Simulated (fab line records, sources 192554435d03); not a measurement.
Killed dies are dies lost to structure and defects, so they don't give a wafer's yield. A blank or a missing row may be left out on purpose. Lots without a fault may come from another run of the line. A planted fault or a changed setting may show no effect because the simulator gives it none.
fab line records | flow n5_finfet
record lots=23 wafers=69 last_day=18
route steps=1938 shown BEOL_M4@1037
lots that met no fault: from a run of the same line without faults
start_h: hours from the record's first day to the start of the lot's first wafer shown | wait_h: hours since the lot's step before | " the same as in the row above | L1.1+2: a row that stands for several wafers | - no value, or no start given | * or withheld: withheld | < > ~ a bound
route shown NAME@n: a module of which the file shows steps, and the number in the route of the first | usual: mean/standard deviation of fault-free wafers | same: alike in all rows | chamber/n: place in a boat | sites: the reading at each site | _std_site: their standard deviation | _edge_site: outer sites' mean less inner sites' | radius_mm: how far each site lies from the wafer's centre | mask NAME#n: copy n | behind: the tool/chamber that last shaped the wafer | hold: why the lot was held/for how many hours/how that ended | device: the transistor (n, p or np) that didn't switch | end of line: the same wafers' tests at the end of the route | a step without rows: its recipe alone | killed: dies lost to structure and defects at the first sort, not the wafer's yield | map: a wafer's dies, x killed, . not, _ none there
set.NAME: the setting as run; set.NAME@STEP: as run at that earlier step | model.NAME: the simulator's own value behind a step, which no gauge read
steps of the route over a sample of lots; a table a step, a row a wafer
services: from which hour (start_h, from the record's first day; less than 0 if before it) a tool's chamber was out of use, for how many hours, and why
## steps
# step N5_BEOL_M4_DESCUM_16
# recipe chemistry=O2 time_s=7 source_power_w=50 bias_power_w=20 pressure_mtorr=20 rf_frequency_hz=2.712e+07 temp_c=40 resist=CAR-EUV o2_flow_sccm=225
# usual drypump_motor_current_A=5.6/0.36 oes_product_au=0.81/0.088 rf_fwd_power_W=49.38/0.25 rf_vpp_V=243.4/1.4 showerhead_plenum_p_Torr=2.11/0.064 throttle_valve_pct=20.30/0.17
# columns lot.wafer tool chamber start_h wait_h drypump_motor_current_A oes_product_au rf_fwd_power_W rf_hours_counter_h rf_vpp_V showerhead_plenum_p_Torr throttle_valve_pct
L074.2 rie_diel-04 3 156.41 0.0 5.0 0.92 49.71 29 245.4 2.23 20.20
L074.3 " 2 " " 5.7 0.75 49.47 169 244.5 2.17 20.57
L074.4 " 0 " " 5.9 0.78 49.23 - 243.9 2.09 20.30
L076.1 rie_diel-02 2 158.96 0.0 6.6 0.78 49.15 148 240.7 2.02 20.41
L076.2 " 0 " " 5.4 0.80 49.64 108 243.9 2.11 20.20
L076.4 " 2 " " 6.6 0.77 48.85 - 239.8 2.02 20.41
L075.3 rie_diel-02 2 168.64 0.5 6.6 0.77 49.01 152 241.7 2.02 20.41
L075.4 " 1 " " 5.4 0.96 49.59 2 242.7 2.12 20.20
L075.5 " 3 " " 5.5 0.88 49.50 - 242.5 2.05 20.44
L077.1 rie_diel-04 3 170.48 0.0 5.0 0.91 49.62 35 245.2 2.23 20.20
L077.4 " 1 " " 5.4 0.95 49.28 4 243.2 2.06 19.98
L077.6 " 2 " " 5.7 0.73 49.50 - 244.3 2.17 20.58
L078.3 rie_diel-02 2 176.07 0.1 6.6 0.76 49.03 154 241.9 2.02 20.41
L078.5 " 0 " " 5.4 0.79 49.10 - 242.6 2.11 20.20
L078.6 " 3 " " 5.5 0.89 49.80 - 242.1 2.05 20.44
L079.1 rie_diel-05 3 191.47 0.0 5.7 0.70 49.88 212 242.9 2.09 20.45
L079.2 " 0 " " 5.6 0.86 49.06 56 245.6 2.22 20.30
L079.6 " 1 " " 5.4 0.99 49.40 - 241.8 2.06 20.35
L081.2 rie_diel-02 0 200.05 0.0 5.4 0.79 49.04 121 243.7 2.10 20.22
L081.4 " 2 " " 6.6 0.76 48.67 161 242.1 2.02 20.41
L081.5 " 0 " " 5.4 0.78 49.24 - 243.9 2.10 20.20
L082.4 rie_diel-04 2 205.67 0.1 5.7 0.73 49.55 186 244.9 2.17 20.58
L082.5 " 2 " " 5.7 0.74 49.51 - 245.5 2.17 20.59
L082.6 " 3 " " 5.0 0.88 49.59 - 246.2 2.23 20.20
L080.1 rie_diel-05 2 206.45 0.6 5.8 0.70 49.66 206 243.5 2.15 19.95
L080.2 " 1 " " 5.4 0.96 49.36 7 244.1 2.06 20.35
L080.4 " 0 " " 5.5 0.84 49.08 60 245.4 2.21 20.29
L083.1 rie_diel-05 0 210.43 0.0 5.5 0.85 49.13 62 244.8 2.21 20.31
L083.2 " 2 " " 5.8 0.69 49.76 208 244.0 2.15 19.95
L083.6 " 1 " " 5.4 0.96 49.18 - 241.8 2.06 20.35
L084.3 rie_diel-05 1 213.66 0.1 5.4 0.95 49.29 10 242.2 2.06 20.36
L084.5 " 1 " " 5.4 0.95 49.40 - 242.3 2.06 20.35
L084.6 " 0 " " 5.6 0.84 49.06 - 246.2 2.21 20.31
L085.1 rie_diel-05 0 226.49 0.2 5.5 0.84 49.15 67 244.5 2.21 20.30
L085.3 " 3 " " 5.7 0.69 49.68 223 243.3 2.08 20.44
L085.5 " 2 " " 5.8 0.69 49.48 - 244.0 2.14 19.96
L086.1 rie_diel-02 0 241.17 0.1 5.4 0.78 49.40 135 244.8 2.10 20.24
L086.2 " 1 " " 5.4 0.89 49.41 25 243.4 2.11 20.23
L086.3 " 3 " " 5.5 0.86 49.60 62 242.0 2.04 20.47
L087.1 rie_diel-05 1 244.18 0.0 5.4 0.93 49.32 19 242.5 2.06 20.37
L087.3 " 2 " " 5.8 0.70 49.67 218 241.2 2.14 19.97
L087.4 " 3 " " 5.7 0.69 49.38 229 242.2 2.08 20.47
L088.1 rie_diel-05 1 251.11 0.3 5.4 0.92 49.36 22 241.4 2.05 20.37
L088.4 " 3 " " 5.7 0.68 49.28 233 242.0 2.08 20.46
L088.5 " 1 " " 5.4 0.92 49.38 - 242.7 2.05 20.38
L090.3 rie_diel-02 0 258.63 0.0 5.4 0.77 49.26 142 242.8 2.10 20.25
L090.4 " 3 " " 5.5 0.85 49.79 70 241.9 2.04 20.49
L090.6 " 1 " " 5.4 0.88 49.54 - 244.7 2.10 20.27
L089.3 rie_diel-05 0 259.57 0.1 5.6 0.82 49.18 78 245.5 2.21 20.35
L089.5 " 0 " " 5.6 0.83 49.20 - 245.7 2.21 20.30
L089.6 " 1 " " 5.4 0.92 49.39 - 242.0 2.05 20.38
L091.2 rie_diel-04 3 265.02 0.3 5.0 0.84 49.93 68 244.9 2.22 20.24
L091.3 " 0 " " 5.9 0.74 48.96 203 242.7 2.08 20.37
L091.6 " 0 " " 5.9 0.74 49.00 - 242.8 2.08 20.34
L092.2 rie_diel-02 0 272.04 0.0 5.4 0.76 49.56 146 242.3 2.09 20.24
L092.3 " 3 " " 5.5 0.85 49.44 74 240.9 2.04 20.49
L092.4 " 2 " " 6.6 0.73 49.17 186 242.7 2.01 20.45
L094.1 rie_diel-05 3 276.70 0.2 5.7 0.68 49.52 241 243.1 2.08 20.48
L094.2 " 0 " " 5.6 0.82 49.09 84 245.2 2.21 20.33
L094.4 " 2 " " 5.8 0.68 49.52 230 244.7 2.14 20.00
L093.1 rie_diel-04 1 276.86 0.3 5.4 0.85 49.29 41 242.6 2.05 20.05
L093.2 " 0 " " 5.9 0.74 48.78 207 242.1 2.08 20.37
L093.4 " 3 " " 5.0 0.84 49.49 72 246.8 2.22 20.26
L096.3 rie_diel-05 2 294.86 0.0 5.7 0.68 49.40 235 243.5 2.14 19.99
L096.5 " 3 " " 5.7 0.68 49.64 - 243.2 2.08 20.49
L096.6 " 0 " " 5.6 0.81 48.99 - 245.4 2.20 20.34
L097.1 rie_diel-05 0 305.48 0.1 5.6 0.81 49.52 94 242.8 2.20 20.36
L097.4 " 2 " " 5.8 0.68 49.59 - 244.0 2.13 20.01
L097.5 " 1 " " 5.4 0.89 49.55 - 243.2 2.05 20.41
# step N5_BEOL_M4_ETCH_64
# recipe chemistry=N2/H2 target=SOC target_depth_a=750 overetch_a=225 mask_material=SiARC temp_c=40 time_s=121.9 ion_energy_ev=200 pressure_mtorr=30 source_w=840 bias_w=150 n2_flow_sccm=200 h2_flow_sccm=200
# usual drypump_motor_current_A=5.6/0.36 h2_flow_sccm=200.0/0.64 n2_flow_sccm=200.0/0.63 oes_product_au=0.61/0.064 rf_fwd_power_W=836.6/2.7 rf_vpp_V=524.4/2.3 showerhead_plenum_p_Torr=2.56/0.085 throttle_valve_pct=17.70/0.17
# columns lot.wafer tool chamber start_h wait_h drypump_motor_current_A h2_flow_sccm n2_flow_sccm oes_product_au rf_fwd_power_W rf_hours_counter_h rf_vpp_V showerhead_plenum_p_Torr throttle_valve_pct
L074.2 rie_diel-04 3 156.49 0.0 5.0 200.0 199.5 0.70 834.1 29 528.3 2.70 17.58
L074.3 " 2 " " 5.7 199.9 199.2 0.57 839.0 169 526.5 2.64 18.05
L074.4 " 0 " " 5.9 198.7 200.3 0.57 832.5 - 523.5 2.55 17.69
L076.1 rie_diel-02 2 159.04 0.0 6.6 199.4 200.3 0.58 834.1 148 521.5 2.43 17.69
L076.2 " 0 " " 5.4 198.9 200.8 0.61 837.6 108 525.0 2.56 17.57
L076.4 " 2 " " 6.6 199.6 199.9 0.58 834.6 - 521.1 2.43 17.69
L075.3 rie_diel-02 2 168.72 0.0 6.6 198.9 201.0 0.58 837.4 152 521.4 2.43 17.69
L075.4 " 1 " " 5.4 201.0 200.8 0.73 837.6 2 524.0 2.62 17.80
L075.5 " 3 " " 5.5 199.5 199.2 0.68 838.5 - 522.9 2.49 17.81
L077.1 rie_diel-04 3 170.56 0.0 5.0 199.7 200.4 0.68 834.9 35 528.5 2.70 17.59
L077.4 " 1 " " 5.4 200.2 199.4 0.72 835.6 4 523.5 2.52 17.50
L077.6 " 2 " " 5.7 199.4 199.9 0.56 836.1 - 526.7 2.64 18.06
L078.3 rie_diel-02 2 176.15 0.0 6.6 200.2 201.0 0.58 836.3 154 521.2 2.43 17.70
L078.5 " 0 " " 5.4 199.2 199.7 0.60 836.9 - 525.2 2.56 17.57
L078.6 " 3 " " 5.5 200.3 199.6 0.68 835.1 - 522.7 2.49 17.82
L079.1 rie_diel-05 3 191.55 0.0 5.7 199.4 198.9 0.54 832.9 213 523.1 2.50 17.55
L079.2 " 0 " " 5.6 200.8 200.6 0.65 834.0 56 525.6 2.70 17.79
L079.6 " 1 " " 5.4 199.4 200.7 0.74 836.2 - 521.6 2.51 17.75
L081.2 rie_diel-02 0 200.13 0.0 5.4 199.8 199.7 0.60 837.2 121 523.7 2.56 17.58
L081.4 " 2 " " 6.6 199.8 200.1 0.57 834.2 161 519.8 2.42 17.71
L081.5 " 0 " " 5.4 199.7 200.5 0.60 835.4 - 524.6 2.56 17.58
L082.4 rie_diel-04 2 205.75 0.0 5.7 200.7 199.6 0.56 836.2 186 525.5 2.63 18.07
L082.5 " 2 " " 5.7 200.5 200.6 0.56 833.1 - 525.8 2.63 18.07
L082.6 " 3 " " 5.0 200.8 199.4 0.67 837.7 - 529.5 2.70 17.62
L080.1 rie_diel-05 2 206.53 0.0 5.8 200.1 201.4 0.53 836.3 206 525.7 2.62 17.36
L080.2 " 1 " " 5.4 199.7 200.5 0.72 838.6 7 521.4 2.51 17.76
L080.4 " 0 " " 5.6 199.8 200.2 0.65 835.3 60 528.4 2.70 17.80
L083.1 rie_diel-05 0 210.51 0.0 5.6 198.4 200.5 0.64 838.0 62 528.6 2.70 17.78
L083.2 " 2 " " 5.8 200.7 199.3 0.53 840.9 208 526.5 2.62 17.39
L083.6 " 1 " " 5.4 199.3 200.0 0.72 838.3 - 522.0 2.51 17.74
L084.3 rie_diel-05 1 213.74 0.0 5.4 199.7 199.8 0.71 836.4 10 522.7 2.51 17.76
L084.5 " 1 " " 5.4 201.0 200.5 0.72 834.3 - 523.1 2.51 17.75
L084.6 " 0 " " 5.6 200.9 200.1 0.64 839.6 - 528.1 2.70 17.80
L085.1 rie_diel-05 0 226.57 0.0 5.6 200.2 199.1 0.63 835.9 67 527.3 2.70 17.82
L085.3 " 3 " " 5.7 201.4 201.2 0.53 836.7 223 523.2 2.49 17.57
L085.5 " 2 " " 5.8 199.9 199.5 0.53 842.1 - 525.4 2.62 17.39
L086.1 rie_diel-02 0 241.25 0.0 5.4 200.1 200.3 0.58 837.8 135 525.3 2.55 17.61
L086.2 " 1 " " 5.4 200.7 199.7 0.67 837.4 25 526.6 2.61 17.85
L086.3 " 3 " " 5.5 199.1 199.9 0.65 836.5 62 522.1 2.48 17.86
L087.1 rie_diel-05 1 244.26 0.0 5.4 199.6 199.9 0.70 836.3 19 523.1 2.50 17.78
L087.3 " 2 " " 5.8 201.7 200.0 0.53 839.6 218 525.8 2.61 17.39
L087.4 " 3 " " 5.7 198.7 199.8 0.53 839.1 229 522.9 2.49 17.59
L088.1 rie_diel-05 1 251.19 0.0 5.4 200.2 199.8 0.69 839.9 22 521.9 2.50 17.79
L088.4 " 3 " " 5.7 201.0 200.0 0.52 837.3 233 523.1 2.49 17.59
L088.5 " 1 " " 5.4 199.9 198.9 0.69 836.8 - 523.5 2.50 17.78
L090.3 rie_diel-02 0 258.71 0.0 5.4 200.4 199.3 0.58 837.7 142 524.0 2.55 17.63
L090.4 " 3 " " 5.5 200.5 201.6 0.64 835.7 70 522.0 2.48 17.88
L090.6 " 1 " " 5.4 199.9 199.3 0.65 836.8 - 524.8 2.60 17.87
L089.3 rie_diel-05 0 259.65 0.0 5.6 199.9 198.8 0.63 832.3 78 526.1 2.69 17.82
L089.5 " 0 " " 5.6 199.9 199.3 0.63 837.4 - 527.2 2.70 17.83
L089.6 " 1 " " 5.4 201.0 200.1 0.68 842.0 - 522.6 2.50 17.79
L091.2 rie_diel-04 3 265.10 0.0 5.0 201.6 200.0 0.65 842.5 68 528.4 2.69 17.64
L091.3 " 0 " " 5.9 201.3 199.6 0.55 837.8 203 524.3 2.53 17.76
L091.6 " 0 " " 5.9 200.2 200.5 0.55 839.8 - 522.5 2.53 17.75
L092.2 rie_diel-02 0 272.12 0.0 5.4 199.3 200.0 0.59 837.5 146 525.5 2.55 17.62
L092.3 " 3 " " 5.5 200.0 201.2 0.64 837.3 74 522.5 2.47 17.86
L092.4 " 2 " " 6.6 201.0 199.1 0.56 832.3 186 521.7 2.41 17.76
L094.1 rie_diel-05 3 276.78 0.0 5.7 200.0 200.2 0.53 838.2 241 523.5 2.48 17.61
L094.2 " 0 " " 5.6 199.9 200.6 0.62 835.4 84 528.2 2.69 17.83
L094.4 " 2 " " 5.8 199.9 200.7 0.52 843.5 230 527.5 2.61 17.40
L093.1 rie_diel-04 1 276.94 0.0 5.4 199.6 199.6 0.66 836.3 41 520.7 2.50 17.55
L093.2 " 0 " " 5.9 199.5 200.1 0.55 831.8 208 523.1 2.53 17.78
L093.4 " 3 " " 5.0 199.0 200.8 0.65 833.6 72 526.7 2.69 17.66
L096.3 rie_diel-05 2 294.94 0.0 5.8 200.1 200.7 0.52 837.4 235 527.0 2.61 17.42
L096.5 " 3 " " 5.7 199.9 199.5 0.52 840.1 - 523.9 2.48 17.62
L096.6 " 0 " " 5.6 199.8 200.2 0.62 839.3 - 527.7 2.69 17.85
L097.1 rie_diel-05 0 305.56 0.0 5.6 199.5 200.3 0.61 834.5 94 526.4 2.69 17.85
L097.4 " 2 " " 5.7 200.1 201.5 0.51 836.8 - 524.9 2.60 17.45
L097.5 " 1 " " 5.4 200.2 199.2 0.66 837.7 - 521.0 2.49 17.81
# step N5_BEOL_M4_VIA_ETCH_34
# recipe chemistry=C4F6/O2 target_depth_a=694 mask_material=SOC pressure_mtorr=15 ion_energy_ev=250 taper_deg=4 time_s=65.9 source_w=350 bias_w=170 Ar_flow_sccm=300 C4F6_flow_sccm=10 O2_flow_sccm=10
# usual drypump_motor_current_A=5.6/0.43 oes_product_au=0.80/0.079 rf_fwd_power_W=346.9/1.5 rf_vpp_V=663/12 showerhead_plenum_p_Torr=2.85/0.089 throttle_valve_pct=30.62/0.26
# columns lot.wafer tool chamber start_h wait_h drypump_motor_current_A oes_product_au rf_fwd_power_W rf_hours_counter_h rf_vpp_V showerhead_plenum_p_Torr throttle_valve_pct
L074.2 rie_diel-04 0 158.68 0.0 5.9 0.76 344.5 166 666 2.83 30.44
L074.3 " 2 " " 5.7 0.74 347.1 171 647 2.96 31.12
L074.4 " 0 " " 5.9 0.76 345.4 - 666 2.83 30.42
L076.1 rie_diel-02 2 160.93 0.0 6.6 0.76 342.5 148 670 2.73 30.57
L076.2 " 3 " " 5.5 0.88 348.9 36 643 2.80 30.88
L076.4 " 2 " " 6.6 0.76 343.6 - 670 2.73 30.59
L075.3 rie_diel-02 2 175.42 0.0 6.6 0.76 346.1 153 669 2.72 30.59
L075.4 " 1 " " 5.4 0.94 347.6 3 681 2.91 30.88
L075.5 " 2 " " 6.6 0.76 346.0 - 667 2.72 30.59
L077.1 rie_diel-04 2 175.44 0.0 5.6 0.75 346.7 177 647 2.96 31.13
L077.4 " 1 " " 5.4 0.94 347.3 5 655 2.78 30.28
L077.6 " 3 " " 5.0 0.90 350.1 - 667 3.02 30.69
L078.3 rie_diel-05 2 179.89 0.0 5.8 0.70 349.2 196 657 2.93 30.15
L078.5 " 3 " " 5.7 0.72 347.8 - 686 2.82 30.58
L078.6 " 2 " " 5.8 0.70 348.2 - 656 2.93 30.15
L079.1 rie_diel-05 2 193.26 0.0 5.8 0.70 347.4 201 657 2.93 30.14
L079.2 " 1 " " 5.4 0.98 347.0 3 665 2.79 30.72
L079.6 " 2 " " 5.8 0.70 348.3 - 655 2.93 30.15
L081.2 rie_diel-04 3 201.69 0.0 5.0 0.88 347.5 44 667 3.02 30.69
L081.4 " 2 " " 5.7 0.73 345.3 184 648 2.95 31.13
L081.5 " 2 " " 5.7 0.73 347.4 - 648 2.95 31.13
L082.4 rie_diel-02 3 207.53 0.0 5.5 0.85 347.7 51 642 2.79 30.88
L082.5 " 3 " " 5.5 0.87 346.7 - 641 2.79 30.89
L082.6 " 2 " " 6.6 0.75 346.3 - 667 2.72 30.61
L080.1 rie_diel-04 0 209.40 0.0 5.9 0.75 345.2 183 665 2.82 30.49
L080.2 " 2 " " 5.7 0.73 345.7 187 646 2.95 31.16
L080.4 " 3 " " 5.0 0.88 349.0 47 666 3.02 30.69
L083.1 rie_diel-05 3 211.70 0.0 5.7 0.70 347.6 218 687 2.81 30.59
L083.2 " 2 " " 5.8 0.69 346.4 208 656 2.93 30.14
L083.6 " 2 " " 5.8 0.70 347.5 - 656 2.93 30.15
L084.3 rie_diel-05 0 216.63 0.0 5.6 0.83 346.9 63 666 2.96 30.27
L084.5 " 2 " " 5.8 0.69 349.5 - 655 2.93 30.16
L084.6 " 1 " " 5.4 0.95 347.5 - 666 2.79 30.71
L085.1 rie_diel-02 1 234.19 0.0 5.4 0.88 345.1 22 680 2.90 30.90
L085.3 " 3 " " 5.5 0.85 348.7 60 643 2.79 30.89
L085.5 " 1 " " 5.4 0.89 346.1 - 681 2.90 30.90
L086.1 rie_diel-05 3 246.70 0.0 5.7 0.69 348.9 230 687 2.81 30.61
L086.2 " 2 " " 5.8 0.69 347.7 220 655 2.92 30.18
L086.3 " 0 " " 5.6 0.83 346.9 73 667 2.96 30.27
L087.1 rie_diel-02 3 251.71 0.0 5.5 0.84 347.8 68 641 2.78 30.92
L087.3 " 2 " " 6.6 0.73 344.3 180 667 2.71 30.61
L087.4 " 0 " " 5.4 0.76 345.1 140 664 2.85 30.57
L088.1 rie_diel-05 2 254.90 0.0 5.8 0.68 347.0 223 657 2.92 30.17
L088.4 " 3 " " 5.7 0.68 347.1 234 685 2.80 30.62
L088.5 " 3 " " 5.7 0.69 348.0 - 685 2.80 30.60
L090.3 rie_diel-02 1 260.69 0.0 5.4 0.87 347.0 31 681 2.90 30.93
L090.4 " 0 " " 5.4 0.76 346.1 142 665 2.85 30.56
L090.6 " 3 " " 5.5 0.83 349.3 - 643 2.78 30.92
L091.2 rie_diel-04 0 267.86 0.0 5.9 0.73 346.6 204 665 2.81 30.49
L091.3 " 1 " " 5.4 0.86 349.0 38 653 2.77 30.30
L091.6 " 3 " " 5.0 0.85 348.7 - 667 3.01 30.73
L089.3 rie_diel-04 0 270.82 0.0 5.9 0.72 345.6 206 665 2.81 30.46
L089.5 " 3 " " 4.9 0.85 348.0 - 667 3.01 30.72
L089.6 " 1 " " 5.4 0.86 346.5 - 655 2.77 30.30
L092.2 rie_diel-04 0 275.73 0.0 5.9 0.73 346.5 207 664 2.81 30.49
L092.3 " 1 " " 5.4 0.86 347.9 41 654 2.77 30.34
L092.4 " 2 " " 5.7 0.71 346.6 210 648 2.94 31.16
L094.1 rie_diel-02 0 278.36 0.0 5.4 0.76 346.4 148 664 2.85 30.57
L094.2 " 1 " " 5.4 0.87 346.8 37 680 2.90 30.93
L094.4 " 2 " " 6.6 0.72 343.1 189 668 2.71 30.62
L093.1 rie_diel-02 2 278.98 0.0 6.6 0.73 345.8 189 668 2.71 30.64
L093.2 " 1 " " 5.4 0.86 348.3 37 680 2.90 30.92
L093.4 " 3 " " 5.5 0.82 347.7 76 641 2.78 30.92
L096.3 rie_diel-02 0 303.88 0.0 5.4 0.75 346.6 156 665 2.84 30.59
L096.5 " 0 " " 5.4 0.75 346.8 - 665 2.84 30.58
L096.6 " 3 " " 5.5 0.82 348.2 - 643 2.78 30.94
L097.1 rie_diel-02 0 307.15 0.0 5.4 0.75 347.7 157 663 2.84 30.58
L097.4 " 1 " " 5.4 0.86 347.1 46 681 2.89 30.94
L097.5 " 3 " " 5.5 0.82 345.8 - 642 2.78 30.92
# step N5_BEOL_M4_OCD_MEAS_38
# usual trench_depth_nm=55.4/0.91
# columns lot.wafer tool chamber start_h wait_h trench_depth_nm
L074.2 ocd-02 - 158.94 - 55.5
L074.3 " - " " 56.5
L074.4 " - " " 55.4
L076.1 ocd-01 - 161.18 - 55.6
L076.2 " - " " 54.7
L076.4 " - " " 55.2
L075.3 ocd-02 - 175.68 - 55.5
L075.4 " - " " 56.1
L075.5 " - " " 55.4
L077.1 ocd-01 - 175.69 - 55.7
L077.4 " - " " 55.2
L077.6 " - " " 54.9
L078.3 ocd-01 - 180.15 - 54.5
L078.5 " - " " 55.4
L078.6 " - " " 55.6
L079.1 ocd-02 - 193.51 - 54.9
L079.2 " - " " 57.2
L079.6 " - " " 54.7
L081.2 ocd-01 - 201.95 - 56.3
L081.4 " - " " 56.6
L081.5 " - " " 55.8
L082.4 ocd-02 - 207.79 - 54.7
L082.5 " - " " 55.1
L082.6 " - " " 54.7
L080.1 ocd-01 - 209.66 - 55.7
L080.2 " - " " 56.0
L080.4 " - " " 56.3
L083.1 ocd-01 - 211.96 - 55.9
L083.2 " - " " 55.0
L083.6 " - " " 55.4
L084.3 ocd-01 - 216.88 - 54.5
L084.5 " - " " 54.6
L084.6 " - " " 57.3
L085.1 ocd-01 - 234.45 - 56.7
L085.3 " - " " 53.9
L085.5 " - " " 56.6
L086.1 ocd-01 - 246.96 - 54.9
L086.2 " - " " 55.7
L086.3 " - " " 55.2
L087.1 ocd-01 - 251.97 - 54.3
L087.3 " - " " 54.3
L087.4 " - " " 54.6
L088.1 ocd-01 - 255.15 - 54.4
L088.4 " - " " 54.1
L088.5 " - " " 54.4
L090.3 ocd-01 - 260.95 - 56.3
L090.4 " - " " 55.1
L090.6 " - " " 54.8
L091.2 ocd-01 - 268.11 - 54.7
L091.3 " - " " 55.3
L091.6 " - " " 56.0
L089.3 ocd-01 - 271.07 - 55.6
L089.5 " - " " 56.7
L089.6 " - " " 56.0
L092.2 ocd-02 - 275.98 - 55.4
L092.3 " - " " 56.1
L092.4 " - " " 55.8
L094.1 ocd-02 - 278.62 - 54.6
L094.2 " - " " 57.2
L094.4 " - " " 55.0
L093.1 ocd-01 - 279.23 - 54.3
L093.2 " - " " 56.9
L093.4 " - " " 54.3
L096.3 ocd-02 - 304.14 - 53.9
L096.5 " - " " 54.2
L096.6 " - " " 53.7
L097.1 ocd-02 - 307.41 - 54.5
L097.4 " - " " 56.8
L097.5 " - " " 54.5
# step N5_BEOL_M4_CD_MEAS_35
# recipe target_cd_nm=18 target_cd_y_nm=22.4 polarity=opening
# usual cd_nm=18.1/0.36
# columns lot.wafer tool chamber start_h wait_h cd_nm
L074.2 cd_sem-02 - 159.09 0.0 18.6
L074.3 " - " " 18.6
L074.4 " - " " 18.2
L076.1 cd_sem-03 - 161.33 0.0 17.8
L076.2 " - " " 18.6
L076.4 " - " " 17.5
L075.3 cd_sem-02 - 175.84 0.0 17.4
L075.4 " - " " 18.0
L075.5 " - " " 17.9
L077.1 cd_sem-01 - 175.85 0.0 18.6
L077.4 " - " " 18.5
L077.6 " - " " 18.3
L078.3 cd_sem-01 - 180.31 0.0 17.7
L078.5 " - " " 18.6
L078.6 " - " " 17.8
L079.1 cd_sem-01 - 193.67 0.0 17.5
L079.2 " - " " 18.1
L079.6 " - " " 18.0
L081.2 cd_sem-01 - 202.12 0.0 18.6
L081.4 " - " " 18.0
L081.5 " - " " 18.1
L082.4 cd_sem-01 - 207.96 0.0 19.0
L082.5 " - " " 18.3
L082.6 " - " " 18.6
L080.1 cd_sem-01 - 209.81 0.0 18.1
L080.2 " - " " 18.2
L080.4 " - " " 17.7
L083.1 cd_sem-01 - 212.11 0.0 17.8
L083.2 " - " " 18.1
L083.6 " - " " 18.2
L084.3 cd_sem-02 - 217.04 0.0 18.1
L084.5 " - " " 18.2
L084.6 " - " " 18.3
L085.1 cd_sem-01 - 234.60 0.0 17.3
L085.3 " - " " 16.9
L085.5 " - " " 17.4
L086.1 cd_sem-01 - 247.22 0.0 18.7
L086.2 " - " " 18.8
L086.3 " - " " 17.8
L087.1 cd_sem-03 - 252.14 0.0 18.4
L087.3 " - " " 18.1
L087.4 " - " " 17.8
L088.1 cd_sem-03 - 255.31 0.0 18.0
L088.4 " - " " 17.2
L088.5 " - " " 17.9
L090.3 cd_sem-02 - 261.11 0.0 18.3
L090.4 " - " " 17.8
L090.6 " - " " 18.7
L091.2 cd_sem-01 - 268.26 0.0 18.5
L091.3 " - " " 18.4
L091.6 " - " " 18.3
L089.3 cd_sem-02 - 271.22 0.0 18.1
L089.5 " - " " 18.1
L089.6 " - " " 18.5
L092.2 cd_sem-01 - 276.15 0.0 18.5
L092.3 " - " " 18.1
L092.4 " - " " 18.0
L094.1 cd_sem-01 - 278.78 0.0 18.5
L094.2 " - " " 18.2
L094.4 " - " " 18.1
L093.1 cd_sem-03 - 279.38 0.0 17.8
L093.2 " - " " 18.0
L093.4 " - " " 17.8
L096.3 cd_sem-02 - 304.29 0.0 18.2
L096.5 " - " " 17.7
L096.6 " - " " 18.1
L097.1 cd_sem-02 - 307.57 0.0 18.4
L097.4 " - " " 18.4
L097.5 " - " " 17.9
# step N5_BEOL_M4_ANNEAL_89
# recipe temp_c=400 time_s=240 ambient=vacuum
# usual heater_power_w=830/60
# columns lot.wafer tool chamber start_h wait_h heater_power_w
L074.2 pvd_sputter-03 - 161.53 0.0 856
L074.3 " - " " 983
L074.4 " - " " 763
L076.1 pvd_sputter-03 - 163.69 0.0 835
L076.2 " - " " 785
L076.4 " - " " 970
L075.3 pvd_sputter-02 - 179.27 0.0 894
L075.4 " - " " 760
L075.5 " - " " 819
L077.1 pvd_sputter-01 - 179.31 0.0 794
L077.4 " - " " 885
L077.6 " - " " 792
L078.3 pvd_sputter-01 - 182.25 0.0 813
L078.5 " - " " 807
L078.6 " - " " 790
L079.1 pvd_sputter-01 - 197.08 0.0 868
L079.2 " - " " 758
L079.6 " - " " 857
L081.2 pvd_sputter-01 - 203.81 0.0 862
L081.4 " - " " 780
L081.5 " - " " 826
L082.4 pvd_sputter-01 - 209.56 0.0 794
L082.5 " - " " 813
L082.6 " - " " 781
L080.1 pvd_sputter-01 - 211.90 0.0 788
L080.2 " - " " 850
L080.4 " - " " 868
L083.1 pvd_sputter-02 - 213.68 0.0 757
L083.2 " - " " 842
L083.6 " - " " 771
L084.3 pvd_sputter-02 - 219.29 0.0 873
L084.5 " - " " 845
L084.6 " - " " 778
L085.1 pvd_sputter-01 - 236.84 0.0 814
L085.3 " - " " 828
L085.5 " - " " 780
L086.1 pvd_sputter-01 - 249.14 0.0 880
L086.2 " - " " 768
L086.3 " - " " 821
L087.1 pvd_sputter-01 - 254.20 0.0 828
L087.3 " - " " 771
L087.4 " - " " 848
L088.1 pvd_sputter-03 - 257.11 0.0 981
L088.4 " - " " 843
L088.5 " - " " 792
L090.3 pvd_sputter-03 - 263.51 0.0 985
L090.4 " - " " 835
L090.6 " - " " 869
L091.2 pvd_sputter-03 - 270.64 0.0 991
L091.3 " - " " 843
L091.6 " - " " 864
L089.3 pvd_sputter-02 - 275.09 0.0 764
L089.5 " - " " 764
L089.6 " - " " 831
L092.2 pvd_sputter-01 - 278.44 0.0 857
L092.3 " - " " 790
L092.4 " - " " 804
L094.1 pvd_sputter-03 - 280.65 0.0 762
L094.2 " - " " 815
L094.4 " - " " 973
L093.1 pvd_sputter-02 - 282.66 0.0 825
L093.2 " - " " 763
L093.4 " - " " 875
L096.3 pvd_sputter-03 - 306.87 0.0 796
L096.5 " - " " 757
L096.6 " - " " 845
L097.1 pvd_sputter-02 - 309.82 0.0 759
L097.4 " - " " 772
L097.5 " - " " 770
## services
# columns tool chamber start_h hours kind
rie_diel-04 0 133.20 5.6 repair
rie_diel-02 1 143.12 - clean
rie_diel-02 1 143.12 - consumable_replace:focus_ring
rie_diel-02 1 143.12 20.1 scheduled_down
rie_diel-02 1 143.12 20.1 vent_cycle
rie_diel-04 1 144.24 - clean
rie_diel-04 1 144.24 - consumable_replace:focus_ring
rie_diel-04 1 144.24 17.1 scheduled_down
rie_diel-04 1 144.24 17.1 vent_cycle
rie_diel-05 1 153.82 - clean
rie_diel-05 1 153.82 - consumable_replace:focus_ring
rie_diel-05 1 153.82 20.4 scheduled_down
rie_diel-05 1 153.82 20.4 vent_cycle
rie_diel-05 3 207.52 3.0 repair
rie_diel-04 2 266.00 8.9 repair
rie_diel-05 3 304.84 - clean
rie_diel-05 3 304.84 - consumable_replace:focus_ring
rie_diel-05 3 304.84 21.1 scheduled_down
rie_diel-05 3 304.84 21.1 vent_cycle
rie_diel-02 3 307.91 13.1 repair
## key
fault none
